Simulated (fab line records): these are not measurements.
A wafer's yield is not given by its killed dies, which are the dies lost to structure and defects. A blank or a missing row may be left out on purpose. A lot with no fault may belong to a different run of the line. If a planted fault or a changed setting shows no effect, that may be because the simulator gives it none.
Which tool is to blame?    flow nand-harc    Sampling: 12 lots, 36 wafers, 4 of 1302 route steps

WHAT EACH GAUGE READ, for each wafer
No reading from a measuring or inspecting step in the record can be judged against a usual standard deviation.

EACH LOT AND THE TOOL THAT RAN IT (in order: tool; ch and the chambers of the sampled wafers; start)
lot   NHARC_A_STAIRCASE_HM_OPEN_457                  NHARC_A_STAIRCASE_HM_OPEN_460                  NHARC_A_STAIRCASE_DEP_301        NHARC_A_STAIRCASE_DESCUM_312
L477  rie-diel-13 ch 1,3, day 16 14:41 or earlier    rie-diel-13 ch 1,2,3, day 16 14:41 or earlier  pecvd-02 ch 0,1, day 16 14:41    rie-diel-07 ch 1,3, day 16 15:33
L478  rie-diel-01 ch 0,2, day 17 10:16 or earlier    rie-diel-07 ch 1,2, day 17 10:16 or earlier    pecvd-04 ch 0,2, day 17 10:16    rie-diel-13 ch 0,1,2, day 17 11:52
L479  rie-diel-13 ch 0,3, day 17 12:26 or earlier    rie-diel-07 ch 0,2, day 17 12:26 or earlier    pecvd-02 ch 1,2, day 17 12:26    rie-diel-13 ch 0,1,2, day 17 13:23
L480  rie-diel-07 ch 0,1, day 18 07:43 or earlier    rie-diel-01 ch 0,1,3, day 18 07:43 or earlier  pecvd-03 ch 0,1, day 18 07:43    rie-diel-07 ch 1,2, day 18 08:41
L481  rie-diel-07 ch 1,2, day 18 09:39 or earlier    rie-diel-07 ch 0,3, day 18 09:39 or earlier    pecvd-03 ch 0,1,2, day 18 09:39  rie-diel-01 ch 0,1,3, day 18 10:27
L485  rie-diel-07 ch 0,2,3, day 20 01:37 or earlier  rie-diel-13 ch 1,2, day 20 01:37 or earlier    pecvd-03 ch 0,1,2, day 20 01:37  rie-diel-07 ch 2,3, day 20 02:35
L487  rie-diel-07 ch 1,2,3, day 21 03:17 or earlier  rie-diel-13 ch 0,1,2, day 21 03:17 or earlier  pecvd-02 ch 0,1,2, day 21 03:17  rie-diel-01 ch 1,2,3, day 21 04:17
L486  rie-diel-01 ch 0,1, day 21 05:09 or earlier    rie-diel-13 ch 0,2,3, day 21 05:09 or earlier  pecvd-03 ch 0,1, day 21 05:09    rie-diel-01 ch 0,3, day 21 06:07
L494  rie-diel-13 ch 0,1,2, day 23 14:51 or earlier  rie-diel-01 ch 1,2,3, day 23 14:51 or earlier  pecvd-02 ch 1,2, day 23 14:51    rie-diel-13 ch 1,3, day 23 15:41
L495  rie-diel-01 ch 1,3, day 24 07:43 or earlier    rie-diel-07 ch 2,3, day 24 07:43 or earlier    pecvd-02 ch 0,1, day 24 07:43    rie-diel-13 ch 1,2, day 24 08:43
L497  rie-diel-07 ch 0,1, day 25 09:22 or earlier    rie-diel-13 ch 0,3, day 25 09:22 or earlier    pecvd-02 ch 0,2, day 25 09:22    rie-diel-07 ch 1,2,3, day 25 10:14
L499  rie-diel-01 ch 0,1,3, day 26 06:26 or earlier  rie-diel-07 ch 0,1,2, day 26 06:26 or earlier  pecvd-02 ch 0,1,2, day 26 06:26  rie-diel-01 ch 1,2, day 26 07:13
- NHARC_A_STAIRCASE_HM_OPEN_457: chemistry O2/COS.
- NHARC_A_STAIRCASE_HM_OPEN_460: chemistry O2/COS.
- NHARC_A_STAIRCASE_DEP_301: deposits SiON, target thk 30 nm.
- NHARC_A_STAIRCASE_DESCUM_312: chemistry O2, time 3 s.

WHAT THE TOOLS THEMSELVES READ (means of the sampled wafers that have a number; where no wafer has one, the mark that the record gives instead)
NHARC_A_STAIRCASE_HM_OPEN_457. Usual: drypump-motor-current-A 5.7 A, standard deviation 0.49; oes-product-au 1.003 a.u., standard deviation 0.017; rf-vpp-V 466.3 V, standard deviation 1.6; showerhead-plenum-p-Torr 3.08 Torr, standard deviation 0.064; throttle-valve-pct 28.329 %, standard deviation 0.0081.
lot   tool         drypump-motor-current-A (A)  oes-product-au (a.u.)  rf-vpp-V (V)  showerhead-plenum-p-Torr (Torr)  throttle-valve-pct (%)  flag
L477  rie-diel-13  5.9                          1.009                  466.4         3.06                             28.333                  
L478  rie-diel-01  6.0                          1.010                  465.3         3.05                             28.330                  
L479  rie-diel-13  5.7                          0.993                  467.6         3.13                             28.328                  
L480  rie-diel-07  6.0                          1.019                  469.5         3.22                             28.329                  
L481  rie-diel-07  6.2                          0.999                  466.9         3.10                             28.334                  
L485  rie-diel-07  5.6                          0.996                  467.3         3.12                             28.326                  
L487  rie-diel-07  5.8                          1.005                  467.4         3.11                             28.326                  
L486  rie-diel-01  5.8                          0.999                  465.3         3.03                             28.322                  
L494  rie-diel-13  5.7                          0.995                  465.4         3.06                             28.329                  
L495  rie-diel-01  5.1                          0.988                  465.4         3.06                             28.334                  
L497  rie-diel-07  5.8                          1.010                  468.9         3.20                             28.333                  
L499  rie-diel-01  5.6                          1.012                  464.7         3.03                             28.325                  

NHARC_A_STAIRCASE_HM_OPEN_460. Usual: drypump-motor-current-A 5.7 A, standard deviation 0.48; oes-product-au 1.002 a.u., standard deviation 0.016; rf-vpp-V 466.4 V, standard deviation 1.6; showerhead-plenum-p-Torr 3.09 Torr, standard deviation 0.07; throttle-valve-pct 28.330 %, standard deviation 0.01.
lot   tool         drypump-motor-current-A (A)  oes-product-au (a.u.)  rf-vpp-V (V)  showerhead-plenum-p-Torr (Torr)  throttle-valve-pct (%)  flag
L477  rie-diel-13  5.9                          0.993                  465.7         3.06                             28.321                  
L478  rie-diel-07  6.2                          1.006                  466.2         3.10                             28.322                  
L479  rie-diel-07  5.8                          1.000                  467.8         3.18                             28.328                  
L480  rie-diel-01  5.6                          1.013                  465.9         3.06                             28.328                  
L481  rie-diel-07  5.2                          1.002                  467.3         3.15                             28.340                  
L485  rie-diel-13  5.8                          0.999                  464.8         3.04                             28.328                  
L487  rie-diel-13  5.7                          1.010                  466.2         3.07                             28.330                  
L486  rie-diel-13  5.8                          0.985                  466.5         3.08                             28.333                  
L494  rie-diel-01  5.2                          0.991                  466.4         3.07                             28.323                  
L495  rie-diel-07  5.8                          1.004                  465.2         3.05                             28.329                  
L497  rie-diel-13  6.0                          0.985                  466.6         3.07                             28.336                  
L499  rie-diel-07  6.0                          1.006                  467.9         3.13                             28.329                  

NHARC_A_STAIRCASE_DEP_301. Usual: heater-power-w 796 W, standard deviation 60; rf-fwd-power-W 348.4 W, standard deviation 1.1; showerhead-vpp-V 1122 V, standard deviation 51.
lot   tool      heater-power-w (W)  rf-fwd-power-W (W)  showerhead-vpp-V (V)  flag
L477  pecvd-02  772                 348.1               1110                  
L478  pecvd-04  754                 348.5               1140                  
L479  pecvd-02  812                 348.8               1090                  
L480  pecvd-03  863                 348.3               1129                  
L481  pecvd-03  840                 348.6               1140                  
L485  pecvd-03  832                 301.7               1040                  OFF
L487  pecvd-02  710                 348.3               1111                  
L486  pecvd-03  825                 300.8               1107                  OFF
L494  pecvd-02  793                 348.0               1096                  
L495  pecvd-02  765                 348.2               1116                  
L497  pecvd-02  715                 348.5               1114                  
L499  pecvd-02  832                 349.3               1109                  

NHARC_A_STAIRCASE_DESCUM_312. Usual: drypump-motor-current-A 5.6 A, standard deviation 0.48; oes-product-au 1.005 a.u., standard deviation 0.018; rf-vpp-V 57.7 V, standard deviation 0.92; showerhead-plenum-p-Torr 1.88 Torr, standard deviation 0.041; throttle-valve-pct 11.309 %, standard deviation 0.0095.
lot   tool         drypump-motor-current-A (A)  oes-product-au (a.u.)  rf-vpp-V (V)  showerhead-plenum-p-Torr (Torr)  throttle-valve-pct (%)  flag
L477  rie-diel-07  5.8                          1.012                  58.1          1.95                             11.301                  
L478  rie-diel-13  5.6                          1.001                  57.5          1.88                             11.312                  
L479  rie-diel-13  5.6                          1.000                  57.5          1.88                             11.317                  
L480  rie-diel-07  6.2                          1.010                  58.4          1.93                             11.305                  
L481  rie-diel-01  5.6                          1.010                  58.1          1.87                             11.306                  
L485  rie-diel-07  5.8                          0.998                  57.4          1.87                             11.311                  
L487  rie-diel-01  5.2                          1.003                  58.4          1.89                             11.306                  
L486  rie-diel-01  5.8                          1.016                  57.2          1.86                             11.310                  
L494  rie-diel-13  5.9                          0.993                  57.4          1.86                             11.297                  
L495  rie-diel-13  5.8                          0.987                  56.8          1.84                             11.308                  
L497  rie-diel-07  5.8                          1.006                  57.1          1.89                             11.310                  
L499  rie-diel-01  5.1                          0.997                  57.7          1.88                             11.296                  

THE ANSWER, worked out from the rows above alone
Rule: a lot counts as off when the mean over its wafers that have a number is more than 3 standard deviations away from the usual mean. Also off: a lot with no number at a reading for which 4 or more lots have one. The other lots that the step has rows for count as sound. Order of review: gauges by route order, followed by the tools' own readings, for which a lot's mean as printed above is used. At the first step where some lot is off, the reading lying furthest off is the one used; lots without a number count as furthest.
Off at NHARC_A_STAIRCASE_DEP_301 (rf-fwd-power-W): L485, L486.
If a tool, at that step or one of the process steps before it, ran each lot that is off and ran no sound lot following the first of them, it fits. NHARC_A_STAIRCASE_HM_OPEN_457 gives no start for some lots, so the hours and the order of its lots are those of NHARC_A_STAIRCASE_DEP_301. NHARC_A_STAIRCASE_HM_OPEN_460 gives no start for some lots, so the hours and the order of its lots are those of NHARC_A_STAIRCASE_DEP_301. One fits: NHARC_A_STAIRCASE_DEP_301 on pecvd-03. Its last sound lot is L481 (day 18 09:39), its first lot that is off L485 (day 20 01:37): a fault that began between those two fits.
The tool's own readings at NHARC_A_STAIRCASE_DEP_301 bear it out: on the lots that are off they differ by more than 5 times the standard deviation of the sound lots' means. rf-fwd-power-W reads 301.2 W there against 348.5 W on the sound lots.

WHAT THE SIMULATOR PUT IN
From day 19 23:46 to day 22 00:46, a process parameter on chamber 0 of pecvd-03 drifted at NHARC_A_STAIRCASE_DEP_301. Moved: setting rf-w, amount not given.
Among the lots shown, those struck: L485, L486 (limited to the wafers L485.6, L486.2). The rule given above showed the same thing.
